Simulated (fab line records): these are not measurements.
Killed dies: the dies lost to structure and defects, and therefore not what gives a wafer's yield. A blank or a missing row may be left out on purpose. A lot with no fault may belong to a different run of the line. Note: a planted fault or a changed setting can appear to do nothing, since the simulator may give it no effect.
fab line records + flow nandHarc
record
- lots=6
- wafers=18
- lastDay=23
route steps=1159 shown A_M1@1036
lots that met no fault: from a run of the same line without faults
startH: start of the lot's first displayed wafer, in hours after the record's first day + waitH: hours since the lot's step before + " the same as in the row above + L1.1+2: a single row standing in for several wafers + - no value, or no start given + * or withheld: withheld + < > ~ a bound
route shown NAME@n: NAME is a module with steps in the file, n the number in the route of the first one + usual: mean and standard deviation over wafers with no fault + same: alike in all rows + chamber/n: place in a boat + sites: readings site by site + _std_site: their standard deviation + _edge_site: mean of outer sites minus mean of inner sites + radiusMm: how far each site lies from the wafer's centre + mask NAME#n: copy n + behind: the most recent tool/chamber to have shaped the wafer + hold: the reason the lot was held/the length of the hold in hours/how it ended + device: the n, p or np transistor that did not switch + end of line: the same wafers' tests at the end of the route + step lacking rows: just its recipe + killed: not the wafer's yield, but the dies lost to structure and defects at the first sort + map: the dies of a wafer, with x for killed, . for not killed, _ for no die there
set.NAME: the run value of the setting; set.NAME@STEP: its run value at that earlier step + model.NAME: the simulator's own value behind a step, which no gauge read
lots seen at some steps along the route; tables by step, rows by wafer
services: a tool's chamber out of use, with start hour (startH, from the record's first day; less than 0 if before it), hours out, and reason
## steps
# step NHARC_A_M1_CD_MEAS_09
# recipe
- targetCdNm=120
- landingEnergyEv=500
# usual
- cdNm=119.7/0.73
| lot.wafer | tool     | chamber | startH | waitH | cdNm  |
|-----------|----------|---------|--------|-------|-------|
| L150.1    | cdSem-02 | 0       | 406.71 | -     | 119.6 |
| L150.5    | "        | 0       | "      | "     | 120.2 |
| L150.6    | "        | 0       | "      | "     | 119.8 |
| L151.1    | cdSem-01 | 0       | 408.55 | -     | 118.9 |
| L151.2    | "        | 0       | "      | "     | 118.3 |
| L151.5    | "        | 0       | "      | "     | 120.6 |
| L147.2    | cdSem-02 | 0       | 409.30 | -     | 120.1 |
| L147.5    | "        | 0       | "      | "     | 119.6 |
| L147.6    | "        | 0       | "      | "     | 119.6 |
| L152.1    | cdSem-02 | 0       | 425.75 | -     | 121.1 |
| L152.2    | "        | 0       | "      | "     | 119.7 |
| L152.6    | "        | 0       | "      | "     | 119.4 |
| L163.2    | cdSem-01 | 0       | 499.34 | -     | 120.6 |
| L163.3    | "        | 0       | "      | "     | 120.2 |
| L163.6    | "        | 0       | "      | "     | 120.1 |
| L162.2    | cdSem-03 | 0       | 504.44 | -     | 120.4 |
| L162.3    | "        | 0       | "      | "     | 119.3 |
| L162.6    | "        | 0       | "      | "     | 118.2 |
# step NHARC_A_M1_OVL_MEAS_10
# recipe
- pitchNm=240
# usual
- overlayXNm=-0.2/1
- overlayYNm=0.1/0.89
| lot.wafer | tool       | chamber | startH | waitH | overlayXNm | overlayYNm |
|-----------|------------|---------|--------|-------|------------|------------|
| L150.1    | overlay-01 | -       | 406.80 | -     | -0.4       | -0.1       |
| L150.5    | "          | -       | "      | "     | -0.8       | -0.8       |
| L150.6    | "          | -       | "      | "     | -0.5       | -0.4       |
| L151.1    | overlay-02 | -       | 408.64 | -     | 0.1        | 0.5        |
| L151.2    | "          | -       | "      | "     | 0.0        | 0.0        |
| L151.5    | "          | -       | "      | "     | 0.2        | 0.1        |
| L147.2    | overlay-01 | -       | 409.39 | -     | 0.8        | 0.0        |
| L147.5    | "          | -       | "      | "     | 0.2        | 0.8        |
| L147.6    | "          | -       | "      | "     | 0.7        | 1.5        |
| L152.1    | overlay-01 | -       | 425.84 | -     | -1.2       | -0.7       |
| L152.2    | "          | -       | "      | "     | -1.0       | -0.5       |
| L152.6    | "          | -       | "      | "     | -0.6       | -0.5       |
| L163.2    | overlay-01 | -       | 499.43 | -     | 1.1        | -1.2       |
| L163.3    | "          | -       | "      | "     | 0.7        | -0.2       |
| L163.6    | "          | -       | "      | "     | 0.6        | -0.7       |
| L162.2    | overlay-01 | -       | 504.53 | -     | 0.3        | 0.1        |
| L162.3    | "          | -       | "      | "     | 0.2        | 0.5        |
| L162.6    | "          | -       | "      | "     | 0.0        | 0.1        |
# step NHARC_A_M1_INSPECT_11
# usual
- rawDefectCount=32/15
| lot.wafer | tool             | chamber | startH | waitH | rawDefectCount |
|-----------|------------------|---------|--------|-------|----------------|
| L150.1    | defectInspect-01 | -       | 406.84 | 0.0   | 10             |
| L150.5    | "                | -       | "      | "     | 10             |
| L150.6    | "                | -       | "      | "     | 15             |
| L151.1    | defectInspect-01 | -       | 408.68 | 0.0   | 53             |
| L151.2    | "                | -       | "      | "     | 29             |
| L151.5    | "                | -       | "      | "     | 30             |
| L147.2    | defectInspect-01 | -       | 409.43 | 0.0   | 35             |
| L147.5    | "                | -       | "      | "     | 33             |
| L147.6    | "                | -       | "      | "     | 31             |
| L152.1    | defectInspect-01 | -       | 425.88 | 0.0   | 17             |
| L152.2    | "                | -       | "      | "     | 13             |
| L152.6    | "                | -       | "      | "     | 18             |
| L163.2    | defectInspect-01 | -       | 499.46 | 0.0   | 38             |
| L163.3    | "                | -       | "      | "     | 51             |
| L163.6    | "                | -       | "      | "     | 56             |
| L162.2    | defectInspect-02 | -       | 504.56 | 0.0   | 37             |
| L162.3    | "                | -       | "      | "     | 44             |
| L162.6    | "                | -       | "      | "     | 32             |
# step NHARC_A_M1_DESCUM_14
# recipe
- timeS=3
- o2FlowSccm=200
- arFlowSccm=0
- biasPowerW=0
- chemistry=O2
# step NHARC_A_M1_ETCH_35
# recipe
- targetDepthA=400
- overetchA=120
- timeS=43.94
- ionEnergyEv=200
- n2FlowSccm=150
- h2FlowSccm=150
- arFlowSccm=0
- rfW=400
- biasW=150
- chemistry=N2/H2
# usual
- drypumpMotorCurrentA=5.90/0.24
- h2FlowSccm=150.1/0.47
- oesProductAu=1.004/0.011
- rfFwdPowerW=394.9/1.8
- rfVppV=429.7/2.5
- showerheadPlenumPTorr=2.01/0.085
- throttleValvePct=14.172/0.0096
| lot.wafer | tool       | chamber | startH | waitH | drypumpMotorCurrentA | h2FlowSccm | oesProductAu | rfFwdPowerW | rfHoursCounterH | rfVppV | showerheadPlenumPTorr | throttleValvePct |
|-----------|------------|---------|--------|-------|----------------------|------------|--------------|-------------|-----------------|--------|-----------------------|------------------|
| L150.1    | rieDiel-09 | 0       | 406.99 | 0.1   | 6.10                 | 149.2      | 1.010        | 395.3       | 10              | 430.5  | 2.04                  | 14.161           |
| L150.5    | "          | 2       | "      | "     | 6.34                 | 149.9      | 1.015        | 393.9       | -               | 426.9  | 1.91                  | 14.178           |
| L150.6    | "          | 3       | "      | "     | 5.95                 | 150.4      | 1.002        | 392.8       | -               | 426.4  | 1.93                  | 14.176           |
| L151.1    | rieDiel-09 | 2       | 408.82 | 0.1   | 6.31                 | 149.8      | 1.004        | 394.7       | 9               | 426.8  | 1.91                  | 14.171           |
| L151.2    | "          | 0       | "      | "     | 6.13                 | 150.3      | 0.997        | 394.7       | 10              | 431.2  | 2.04                  | 14.150           |
| L151.5    | "          | 2       | "      | "     | 6.31                 | 149.5      | 0.999        | 392.9       | -               | 426.7  | 1.91                  | 14.163           |
| L147.2    | rieDiel-10 | 2       | 409.59 | 0.1   | 5.94                 | 150.6      | 0.991        | 394.5       | 3               | 431.7  | 2.12                  | 14.172           |
| L147.5    | "          | 3       | "      | "     | 5.87                 | 150.3      | 1.012        | 394.9       | -               | 426.3  | 1.91                  | 14.172           |
| L147.6    | "          | 0       | "      | "     | 5.88                 | 150.2      | 0.982        | 396.7       | -               | 429.3  | 2.02                  | 14.169           |
| L152.2    | rieDiel-09 | 0       | 426.03 | 0.1   | 6.05                 | 150.6      | 1.004        | 394.5       | 11              | 431.0  | 2.04                  | 14.179           |
| L152.1    | "          | 2       | "      | "     | 6.30                 | 150.9      | 1.011        | 394.2       | 10              | 425.5  | 1.91                  | 14.177           |
| L152.6    | "          | 0       | "      | "     | 6.09                 | 150.0      | 1.011        | 395.3       | -               | 431.4  | 2.04                  | 14.170           |
| L163.2    | rieDiel-07 | 0       | 499.61 | 0.1   | 6.12                 | 149.9      | 1.010        | 394.1       | 2               | 433.7  | 2.16                  | 14.179           |
| L163.3    | "          | 3       | "      | "     | 5.74                 | 150.0      | 1.004        | 394.0       | 2               | 428.5  | 1.98                  | 14.168           |
| L163.6    | "          | 0       | "      | "     | 6.10                 | 150.3      | 1.014        | 393.8       | -               | 433.7  | 2.16                  | 14.173           |
| L162.2    | rieDiel-07 | 3       | 504.71 | 0.1   | 5.73                 | 150.4      | 1.005        | 393.1       | 2               | 429.2  | 1.98                  | 14.172           |
| L162.3    | "          | 1       | "      | "     | 5.72                 | 150.4      | 1.006        | 396.6       | 2               | 430.4  | 2.07                  | 14.146           |
| L162.6    | "          | 0       | "      | "     | 6.10                 | 150.4      | 1.017        | 392.6       | -               | 433.1  | 2.16                  | 14.170           |
# step NHARC_A_M1_ETCH_15
# recipe
- targetDepthA=1825
- timeS=91.2
- c4f8FlowSccm=withheld
- arFlowSccm=400
- rfW=600
- biasW=300
- chemistry=C4F8/Ar
# usual
- oesProductAu=0.955/0.021
- rfFwdPowerW=595.6/2.2
- rfVppV=440.0/2.5
| lot.wafer | tool       | chamber | startH | waitH | oesProductAu | rfFwdPowerW | rfHoursCounterH | rfVppV |
|-----------|------------|---------|--------|-------|--------------|-------------|-----------------|--------|
| L150.1    | rieDiel-09 | 0       | -      | -     | 0.978        | 598.1       | 10              | 441.2  |
| L150.6    | "          | 2       | "      | "     | 0.968        | 596.4       | -               | 435.5  |
| L150.5    | "          | 3       | "      | "     | 0.953        | 595.6       | -               | 437.0  |
| L151.1    | rieDiel-09 | 3       | -      | -     | 0.973        | 598.9       | 8               | 437.7  |
| L151.2    | "          | 1       | "      | "     | 0.954        | 599.4       | 10              | 440.5  |
| L151.5    | "          | 3       | "      | "     | 0.983        | 594.6       | -               | 437.7  |
| L147.2    | rieDiel-10 | 2       | -      | -     | 0.957        | 597.1       | 3               | 444.1  |
| L147.5    | "          | 2       | "      | "     | 0.960        | 598.0       | -               | 443.9  |
| L147.6    | "          | 3       | "      | "     | 0.974        | 594.2       | -               | 437.6  |
| L152.1    | rieDiel-09 | 0       | -      | -     | 0.939        | 595.8       | 11              | 440.7  |
| L152.2    | "          | 1       | "      | "     | 0.930        | 595.2       | 11              | 439.1  |
| L152.6    | "          | 1       | "      | "     | 0.922        | 593.3       | -               | 438.0  |
| L163.3    | rieDiel-07 | 1       | -      | -     | 0.934        | 598.9       | 2               | 440.9  |
| L163.2    | "          | 2       | "      | "     | 0.926        | 596.8       | 2               | 439.6  |
| L163.6    | "          | 1       | "      | "     | 0.934        | 598.0       | -               | 441.7  |
| L162.2    | rieDiel-07 | 0       | -      | -     | 0.979        | 595.6       | 2               | 444.6  |
| L162.3    | "          | 1       | "      | "     | 0.999        | 598.8       | 2               | 442.0  |
| L162.6    | "          | 3       | "      | "     | 0.943        | 591.5       | -               | 438.9  |
# step NHARC_A_M1_CD_MEAS_16
# usual
- cdNm=119.9/1.1
| lot.wafer | tool     | chamber | startH | waitH | cdNm  |
|-----------|----------|---------|--------|-------|-------|
| L150.1    | cdSem-03 | -       | 407.20 | -     | 119.7 |
| L150.5    | "        | -       | "      | "     | 120.8 |
| L150.6    | "        | -       | "      | "     | 120.3 |
| L151.1    | cdSem-02 | -       | 409.04 | -     | 119.8 |
| L151.2    | "        | -       | "      | "     | 117.4 |
| L151.5    | "        | -       | "      | "     | 121.8 |
| L147.2    | cdSem-03 | -       | 409.80 | -     | 120.3 |
| L147.5    | "        | -       | "      | "     | 120.6 |
| L147.6    | "        | -       | "      | "     | 120.1 |
| L152.1    | cdSem-03 | -       | 426.24 | -     | 119.5 |
| L152.2    | "        | -       | "      | "     | 118.2 |
| L152.6    | "        | -       | "      | "     | 118.7 |
| L163.2    | cdSem-03 | -       | 499.84 | -     | 121.8 |
| L163.3    | "        | -       | "      | "     | 121.9 |
| L163.6    | "        | -       | "      | "     | 122.3 |
| L162.2    | cdSem-02 | -       | 504.93 | -     | 122.3 |
| L162.3    | "        | -       | "      | "     | 119.9 |
| L162.6    | "        | -       | "      | "     | 118.8 |
# step NHARC_A_M1_STRIP_18
# recipe
- powerW=1000
- n2FlowSccm=150
- h2FlowSccm=150
- arFlowSccm=0
- biasW=0
- chemistry=N2/H2
# step NHARC_A_M1_ETCH_28
# recipe
- targetDepthA=300
- overEtchFrac=0.3
- timeS=72.99
- ionEnergyEv=150
- cf4FlowSccm=50
- n2FlowSccm=100
- arFlowSccm=150
- rfW=300
- biasW=100
- chemistry=CF4/N2
# usual
- drypumpMotorCurrentA=5.83/0.25
- oesProductAu=1.003/0.011
- rfFwdPowerW=297.3/1.2
- rfVppV=314.0/1.7
- showerheadPlenumPTorr=2.61/0.094
- throttleValvePct=19.793/0.0084
| lot.wafer | tool       | chamber | startH | waitH | drypumpMotorCurrentA | oesProductAu | rfFwdPowerW | rfHoursCounterH | rfVppV | showerheadPlenumPTorr | throttleValvePct |
|-----------|------------|---------|--------|-------|----------------------|--------------|-------------|-----------------|--------|-----------------------|------------------|
| L150.1    | rieDiel-10 | 2       | -      | -     | 5.92                 | 0.993        | 296.7       | 2.9             | 316.1  | 2.72                  | 19.788           |
| L150.5    | "          | 0       | "      | "     | 5.86                 | 0.996        | 298.4       | -               | 314.0  | 2.60                  | 19.802           |
| L150.6    | "          | 1       | "      | "     | 5.34                 | 1.014        | 297.1       | -               | 314.2  | 2.69                  | 19.795           |
| L151.1    | rieDiel-09 | 3       | -      | -     | 6.01                 | 0.988        | 296.8       | 8.4             | 311.1  | 2.49                  | 19.784           |
| L151.2    | "          | 0       | "      | "     | 6.06                 | 1.009        | 297.6       | 9.7             | 314.6  | 2.63                  | 19.772           |
| L151.5    | "          | 0       | "      | "     | 6.07                 | 1.005        | 297.7       | -               | 314.1  | 2.63                  | 19.800           |
| L147.2    | rieDiel-10 | 1       | -      | -     | 5.34                 | 1.001        | 297.4       | 3.5             | 314.4  | 2.68                  | 19.762           |
| L147.5    | "          | 1       | "      | "     | 5.37                 | 1.001        | 296.8       | -               | 316.0  | 2.69                  | 19.790           |
| L147.6    | "          | 2       | "      | "     | 5.94                 | 0.991        | 298.9       | -               | 314.2  | 2.72                  | 19.786           |
| L152.2    | rieDiel-10 | 1       | -      | -     | 5.34                 | 1.012        | 298.4       | 4.8             | 315.8  | 2.68                  | 19.808           |
| L152.1    | "          | 3       | "      | "     | 5.87                 | 1.018        | 298.6       | 5.2             | 311.7  | 2.47                  | 19.789           |
| L152.6    | "          | 1       | "      | "     | 5.35                 | 1.010        | 298.8       | -               | 313.2  | 2.68                  | 19.782           |
| L163.2    | rieDiel-09 | 3       | -      | -     | 5.94                 | 1.015        | 298.0       | 4.3             | 312.5  | 2.49                  | 19.794           |
| L163.3    | "          | 0       | "      | "     | 6.10                 | 1.004        | 297.0       | 4.5             | 314.2  | 2.63                  | 19.808           |
| L163.6    | "          | 3       | "      | "     | 5.99                 | 1.005        | 296.5       | -               | 312.0  | 2.49                  | 19.798           |
| L162.3    | rieDiel-07 | 2       | -      | -     | 5.52                 | 0.999        | 297.5       | 2.4             | 312.8  | 2.57                  | 19.783           |
| L162.2    | "          | 0       | "      | "     | 6.10                 | 1.008        | 295.9       | 2.4             | 316.2  | 2.77                  | 19.797           |
| L162.6    | "          | 2       | "      | "     | 5.48                 | 1.002        | 297.8       | -               | 313.4  | 2.57                  | 19.800           |
# step NHARC_A_M1_STRIP_19
# recipe
- timeS=600
- tempC=30
- chemistry=postEtchResidueRemover
# step NHARC_A_M1_DEGAS_29
# recipe
- tempC=250
- timeS=60
# usual
- heaterPowerW=307/23
- susceptorTempC=249.98/0.16
| lot.wafer | tool          | chamber | startH | waitH | heaterPowerW | susceptorTempC |
|-----------|---------------|---------|--------|-------|--------------|----------------|
| L150.1    | pvdSputter-02 | -       | 407.95 | -     | 294          | 250.11         |
| L150.6    | "             | -       | "      | "     | 327          | 250.09         |
| L150.5    | "             | -       | "      | "     | 312          | 249.81         |
| L151.2    | pvdSputter-01 | -       | 409.77 | -     | 305          | 249.81         |
| L151.1    | "             | -       | "      | "     | 288          | 249.97         |
| L151.5    | "             | -       | "      | "     | 298          | 250.25         |
| L147.2    | pvdSputter-01 | -       | 410.66 | -     | 294          | 249.94         |
| L147.6    | "             | -       | "      | "     | 287          | 250.12         |
| L147.5    | "             | -       | "      | "     | 287          | 250.10         |
| L152.1    | pvdSputter-01 | -       | 431.53 | -     | 312          | 250.00         |
| L152.2    | "             | -       | "      | "     | 286          | 249.64         |
| L152.6    | "             | -       | "      | "     | 321          | 249.83         |
| L163.2    | pvdSputter-01 | -       | 500.55 | -     | 298          | 250.04         |
| L163.3    | "             | -       | "      | "     | 296          | 250.05         |
| L163.6    | "             | -       | "      | "     | 299          | 249.93         |
| L162.2    | pvdSputter-03 | -       | 505.65 | -     | 303          | 249.78         |
| L162.3    | "             | -       | "      | "     | 342          | 249.77         |
| L162.6    | "             | -       | "      | "     | 293          | 249.60         |
# step NHARC_A_M1_PRE_CLEAN_30
# recipe
- timeS=30
- tempC=280
- gas=H2/He
# usual
- heaterPowerW=377/29
- susceptorTempC=280.02/0.19
| lot.wafer | tool          | chamber | startH | waitH | heaterPowerW | susceptorTempC |
|-----------|---------------|---------|--------|-------|--------------|----------------|
| L150.1    | pvdSputter-02 | -       | -      | -     | 386          | 280.07         |
| L150.6    | "             | -       | "      | "     | 387          | 280.24         |
| L150.5    | "             | -       | "      | "     | 432          | 279.94         |
| L151.1    | pvdSputter-01 | -       | -      | -     | 390          | -              |
| L151.2    | "             | -       | "      | "     | 368          | -              |
| L151.5    | "             | -       | "      | "     | 345          | -              |
| L147.2    | pvdSputter-01 | -       | -      | -     | 362          | 280.08         |
| L147.5    | "             | -       | "      | "     | 360          | 280.15         |
| L147.6    | "             | -       | "      | "     | 356          | 280.19         |
| L152.2    | pvdSputter-01 | -       | -      | -     | 349          | 279.73         |
| L152.1    | "             | -       | "      | "     | 368          | 280.14         |
| L152.6    | "             | -       | "      | "     | 361          | 280.15         |
| L163.3    | pvdSputter-01 | -       | -      | -     | 353          | -              |
| L163.2    | "             | -       | "      | "     | 351          | -              |
| L163.6    | "             | -       | "      | "     | 365          | -              |
| L162.2    | pvdSputter-03 | -       | -      | -     | 388          | 280.05         |
| L162.3    | "             | -       | "      | "     | 316          | 280.04         |
| L162.6    | "             | -       | "      | "     | 404          | 279.57         |
# step NHARC_A_M1_PVD_20
# recipe
- targetThkA=50
- biasV=168.6
- powerW=15000
- chamberPressurePa=0.12
- timeS=8.06
- substrateTempC=50
- material=TaN
# usual
- biasV=168.5/1.6
- cathodeDcPowerW=15000/2.5
- throttleValvePct=30.3/0.88
| lot.wafer | tool          | chamber | startH | waitH | biasV | cathodeDcPowerW | throttleValvePct |
|-----------|---------------|---------|--------|-------|-------|-----------------|------------------|
| L150.1    | pvdSputter-02 | -       | 408.05 | -     | 166.4 | 15002           | 30.8             |
| L150.6    | "             | -       | "      | "     | 166.3 | 15000           | 29.8             |
| L150.5    | "             | -       | "      | "     | 166.9 | 15003           | 30.6             |
| L151.1    | pvdSputter-01 | -       | 409.88 | -     | -     | -               | -                |
| L151.2    | "             | -       | "      | "     | -     | -               | -                |
| L151.5    | "             | -       | "      | "     | -     | -               | -                |
| L147.2    | pvdSputter-01 | -       | 410.79 | -     | 164.5 | 14998           | 30.2             |
| L147.6    | "             | -       | "      | "     | 165.1 | 15001           | 30.1             |
| L147.5    | "             | -       | "      | "     | 166.5 | 14995           | 30.3             |
| L152.1    | pvdSputter-01 | -       | 431.66 | -     | -     | -               | -                |
| L152.2    | "             | -       | "      | "     | -     | -               | -                |
| L152.6    | "             | -       | "      | "     | -     | -               | -                |
| L163.3    | pvdSputter-01 | -       | 500.66 | -     | 166.9 | 15002           | 31.5             |
| L163.2    | "             | -       | "      | "     | 167.6 | 15002           | 30.2             |
| L163.6    | "             | -       | "      | "     | 167.3 | 14996           | 30.6             |
| L162.3    | pvdSputter-03 | -       | 505.93 | -     | 170.6 | 15002           | 29.6             |
| L162.2    | "             | -       | "      | "     | 169.7 | 15004           | 28.3             |
| L162.6    | "             | -       | "      | "     | 169.8 | 14999           | 29.2             |
# step NHARC_A_M1_PVD_21
# recipe
- targetThkA=300
- chamberPressurePa=5
- powerW=5000
- substrateTempC=30
- timeS=20.49
- material=Cu
## services
| tool          | chamber | startH | hours | kind      |
|---------------|---------|--------|-------|-----------|
| rieDiel-10    | 2       | 383.31 | 1.8   | repair    |
| rieDiel-09    | 0       | 385.70 | -     | clean     |
| rieDiel-09    | 1       | 385.70 | -     | clean     |
| rieDiel-09    | 2       | 385.70 | -     | clean     |
| rieDiel-09    | 3       | 385.70 | -     | clean     |
| rieDiel-09    | 3       | 387.13 | 3.0   | repair    |
| pvdSputter-02 | -       | 392.00 | 10.0  | pm        |
| rieDiel-07    | -       | 405.20 | 9.0   | pm        |
| rieDiel-09    | 0       | 410.20 | -     | clean     |
| rieDiel-09    | 1       | 410.20 | -     | clean     |
| rieDiel-09    | 2       | 410.20 | -     | clean     |
| rieDiel-09    | 3       | 410.20 | -     | clean     |
| rieDiel-10    | 2       | 414.26 | 6.5   | repair    |
| rieDiel-09    | -       | 431.10 | 9.0   | pm        |
| rieDiel-09    | 0       | 431.10 | 9.0   | ventCycle |
| rieDiel-09    | 1       | 431.10 | 9.0   | ventCycle |
| rieDiel-09    | 2       | 431.10 | 9.0   | ventCycle |
| rieDiel-10    | 2       | 438.72 | 26.1  | repair    |
| pvdSputter-02 | -       | 440.98 | 3.9   | repair    |
| pvdSputter-02 | -       | 455.16 | 38.8  | repair    |
| pvdSputter-03 | -       | 458.00 | 10.0  | pm        |
| rieDiel-07    | -       | 468.08 | 0.2   | repair    |
| rieDiel-10    | -       | 486.32 | 0.4   | repair    |
| pvdSputter-01 | -       | 497.49 | 2.8   | repair    |
## key
firstSign
- step=NHARC_A_M1_PVD_20
- reading=toolRecord
- direction=missing
effect none on later readings
metAt NHARC_A_M1_PVD_20
struckWafers L151.1,L151.2,L151.5,L152.1,L152.2,L152.6
laterRowsLeftOut L151.1,L151.2,L151.5,L152.1,L152.2,L152.6
sortLeftOut L151.1,L151.2,L151.5,L152.1,L152.2,L152.6
fault
- kind=skippedStepWhole
- tool=pvdSputter-01
- chamber=-
- onsetH=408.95
- steps=NHARC_A_M1_PVD_20
- scope=struckLotsOnly
# sortLeftOut: the simulated sort isn't trusted on such a fault, so these wafers' sort isn't shown, and their yield isn't known
# laterRowsLeftOut: the simulator's readings of these wafers behind a module that went badly wrong aren't trusted and aren't shown, but for the sort
